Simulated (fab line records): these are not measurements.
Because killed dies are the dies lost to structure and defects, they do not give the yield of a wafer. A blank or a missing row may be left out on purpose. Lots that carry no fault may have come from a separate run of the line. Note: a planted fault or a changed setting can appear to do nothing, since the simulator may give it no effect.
3 desks, one fault    flow n5-finfet    what lay behind the numbers comes last; until then each desk has only its own

== AT THE TOOL OWNER'S DESK: rie-diel-02 ==
The tool's own readings at N5_BEOL_M5_ETCH_41 (etches SiCN in CH3F/O2, target depth 31.5 nm, time 56.7 s): means of the sampled wafers that have a number, for each lot that ran on this tool. A lot is out of limits, marked OUT, if its mean lies more than 4 standard deviations from the usual mean; the brackets give that distance.
Columns: A = bias-w at N5_BEOL_M5_ETCH_41, usual 74.96 W; B = drypump-motor-current-A at N5_BEOL_M5_ETCH_41, usual 5.7 A; C = oes-product-au at N5_BEOL_M5_ETCH_41, usual 0.81 a.u.; D = rf-vpp-V at N5_BEOL_M5_ETCH_41, usual 297.2 V; E = showerhead-plenum-p-Torr at N5_BEOL_M5_ETCH_41, usual 2.00 Torr; F = throttle-valve-pct at N5_BEOL_M5_ETCH_41, usual 16.37 %
lot   first seen here  A      B    C     D      E     F
L876  day 11 07:00     75.19  6.2  0.84  298.7  2.05  16.20
L880  day 11 15:36     75.09  5.3  0.81  296.8  1.96  16.44
L892  day 14 22:51     74.90  5.8  0.97  297.4  1.98  16.11
L895  day 15 12:28     75.08  5.8  0.98  297.6  2.06  16.39
L896  day 15 15:23     74.82  5.7  1.01  298.6  2.01  16.42
This desk's finding: nothing out of limits on any of the 5 lots.

== AT THE METROLOGY DESK ==
What the gauges read, lot by lot, whatever tool the lot ran on: means of the sampled wafers that have a number. A lot is out of limits, marked OUT, if its mean lies more than 4 standard deviations from the usual mean; the brackets give that distance.
Columns: A = V4_OVL at N5_BEOL_M5_OVL_MEAS_29, usual -0.3 nm
lot   first seen here  A
L876  day 11 06:37     0.1
L880  day 11 15:13     0.4
L881  day 12 01:42     0.4
L892  day 14 22:08     -0.5
L895  day 15 11:55     -0.2
L896  day 15 15:00     -0.8
L898  day 15 20:13     -0.1
This desk's finding: nothing out of limits on any of the 7 lots.

== THE DEFECT DESK ==
Counts from the inspections along the route, per lot, as means over the sampled wafers that have a number. A lot is out of limits, marked OUT, if its mean lies more than 4 standard deviations from the usual mean; the brackets give that distance.
Columns: A = raw-defect-count at N5_BEOL_M5_INSPECT_30, usual 397
lot   first seen here  A
L876  day 11 06:40     341
L880  day 11 15:16     330
L881  day 12 01:46     385
L892  day 14 22:11     456
L895  day 15 11:58     428
L896  day 15 15:04     401
L898  day 15 20:17     586
This desk's finding: nothing out of limits on any of the 7 lots.

== TAKEN TOGETHER ==
Nothing out of limits was seen by the tool owner's desk.
The metrology desk saw nothing out of limits.
Nothing out of limits was seen by the defect desk.

== WHAT HAD BEEN PUT IN BY THE SIMULATOR ==
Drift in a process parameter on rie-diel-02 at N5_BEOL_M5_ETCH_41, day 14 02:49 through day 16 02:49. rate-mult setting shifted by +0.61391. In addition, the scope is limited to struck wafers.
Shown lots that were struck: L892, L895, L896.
